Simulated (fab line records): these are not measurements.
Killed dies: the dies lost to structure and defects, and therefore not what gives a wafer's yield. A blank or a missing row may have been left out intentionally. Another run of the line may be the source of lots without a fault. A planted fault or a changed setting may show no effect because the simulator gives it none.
Matching of chambers || flow nand harc || NHARC_P_M2_DESCUM_14 on rie diel-13 has 4 sister chambers
The step chemistry O2, time 3 s. 16 wafers are shown with their chamber, then 8 later ones without.

WAFERS WITH THEIR CHAMBER
{"wafer": "L074.1", "chamber": 1, "showerhead plenum p Torr (Torr)": 2.02, "drypump motor current A (A)": 5.5, "throttle valve pct (%)": 11.306}
{"wafer": "L074.5", "chamber": 3, "showerhead plenum p Torr (Torr)": 1.95, "drypump motor current A (A)": 5.9, "throttle valve pct (%)": 11.302}
{"wafer": "L074.6", "chamber": 0, "showerhead plenum p Torr (Torr)": 1.78, "drypump motor current A (A)": 5.7, "throttle valve pct (%)": 11.310}
{"wafer": "L076.1", "chamber": 3, "showerhead plenum p Torr (Torr)": 1.95, "drypump motor current A (A)": 5.8, "throttle valve pct (%)": 11.301}
{"wafer": "L076.3", "chamber": 0, "showerhead plenum p Torr (Torr)": 1.78, "drypump motor current A (A)": 5.7, "throttle valve pct (%)": 11.316}
{"wafer": "L076.5", "chamber": 2, "showerhead plenum p Torr (Torr)": 1.91, "drypump motor current A (A)": 5.8, "throttle valve pct (%)": 11.302}
{"wafer": "L077.1", "chamber": 1, "showerhead plenum p Torr (Torr)": 2.01, "drypump motor current A (A)": 5.6, "throttle valve pct (%)": 11.307}
{"wafer": "L077.2", "chamber": 2, "showerhead plenum p Torr (Torr)": 1.91, "drypump motor current A (A)": 5.9, "throttle valve pct (%)": 11.304}
{"wafer": "L077.6", "chamber": 3, "showerhead plenum p Torr (Torr)": 1.95, "drypump motor current A (A)": 5.9, "throttle valve pct (%)": 11.314}
{"wafer": "L087.1", "chamber": 2, "showerhead plenum p Torr (Torr)": 1.90, "drypump motor current A (A)": 5.8, "throttle valve pct (%)": 11.312}
{"wafer": "L087.2", "chamber": 3, "showerhead plenum p Torr (Torr)": 1.94, "drypump motor current A (A)": 5.8, "throttle valve pct (%)": 11.314}
{"wafer": "L087.3", "chamber": 1, "showerhead plenum p Torr (Torr)": 2.01, "drypump motor current A (A)": 5.6, "throttle valve pct (%)": 11.290}
{"wafer": "L086.1", "chamber": 0, "showerhead plenum p Torr (Torr)": 1.78, "drypump motor current A (A)": 5.7, "throttle valve pct (%)": 11.313}
{"wafer": "L086.3", "chamber": 3, "showerhead plenum p Torr (Torr)": 1.94, "drypump motor current A (A)": 5.9, "throttle valve pct (%)": 11.310}
{"wafer": "L086.5", "chamber": 2, "showerhead plenum p Torr (Torr)": 1.90, "drypump motor current A (A)": 5.8, "throttle valve pct (%)": 11.307}
{"wafer": "L085.2", "chamber": 1, "showerhead plenum p Torr (Torr)": 2.01, "drypump motor current A (A)": 5.6, "throttle valve pct (%)": 11.308}

SIGNATURES (averages over the wafers above)
{"reading": "showerhead plenum p Torr", "chamber 0": 1.7800, "chamber 1": 2.0125, "chamber 2": 1.9050, "chamber 3": 1.9460, "scatter within a chamber": 0.00496}
{"reading": "drypump motor current A", "chamber 0": 5.700, "chamber 1": 5.575, "chamber 2": 5.825, "chamber 3": 5.860, "scatter within a chamber": 0.0474}
{"reading": "throttle valve pct", "chamber 0": 11.31300, "chamber 1": 11.30275, "chamber 2": 11.30625, "chamber 3": 11.30820, "scatter within a chamber": 0.00615}
Rule: for each reading, subtract the chamber's mean from the wafer's reading, divide by that reading's scatter and square the result; add these up over the readings and take the root, which gives the wafer's distance from the chamber. If the next closest chamber is less than 2 further off than the closest, the wafer can't be placed; otherwise it belongs to the closest. The scatter: the root of (the sum of the squares of (reading less its chamber's mean) over the shown wafers, divided by (wafers less chambers)).

WAFERS MISSING THEIR CHAMBER
{"wafer": "L085.5", "showerhead plenum p Torr (Torr)": 1.94, "drypump motor current A (A)": 5.9, "throttle valve pct (%)": 11.306}
{"wafer": "L085.6", "showerhead plenum p Torr (Torr)": 1.90, "drypump motor current A (A)": 5.8, "throttle valve pct (%)": 11.321}
{"wafer": "L088.1", "showerhead plenum p Torr (Torr)": 2.01, "drypump motor current A (A)": 5.5, "throttle valve pct (%)": 11.314}
{"wafer": "L088.2", "showerhead plenum p Torr (Torr)": 1.90, "drypump motor current A (A)": 5.8, "throttle valve pct (%)": 11.334}
{"wafer": "L088.4", "showerhead plenum p Torr (Torr)": 1.78, "drypump motor current A (A)": 5.7, "throttle valve pct (%)": 11.304}
{"wafer": "L089.3", "showerhead plenum p Torr (Torr)": 1.94, "drypump motor current A (A)": 5.9, "throttle valve pct (%)": 11.305}
{"wafer": "L089.5", "showerhead plenum p Torr (Torr)": 1.94, "drypump motor current A (A)": 5.9, "throttle valve pct (%)": 11.321}
{"wafer": "L089.6", "showerhead plenum p Torr (Torr)": 1.78, "drypump motor current A (A)": 5.7, "throttle valve pct (%)": 11.308}

WHICH CHAMBER EACH WENT THROUGH
{"wafer": "L085.5", "from the rows above": 3, "in truth": 3}
{"wafer": "L085.6", "from the rows above": 2, "in truth": 2}
{"wafer": "L088.1", "from the rows above": 1, "in truth": 1}
{"wafer": "L088.2", "from the rows above": 2, "in truth": 2}
{"wafer": "L088.4", "from the rows above": 0, "in truth": 0}
{"wafer": "L089.3", "from the rows above": 3, "in truth": 3}
{"wafer": "L089.5", "from the rows above": 3, "in truth": 3}
{"wafer": "L089.6", "from the rows above": 0, "in truth": 0}
8 of 8 placed correctly. Number that these rows cannot place: 0. Wrongly placed: 0.
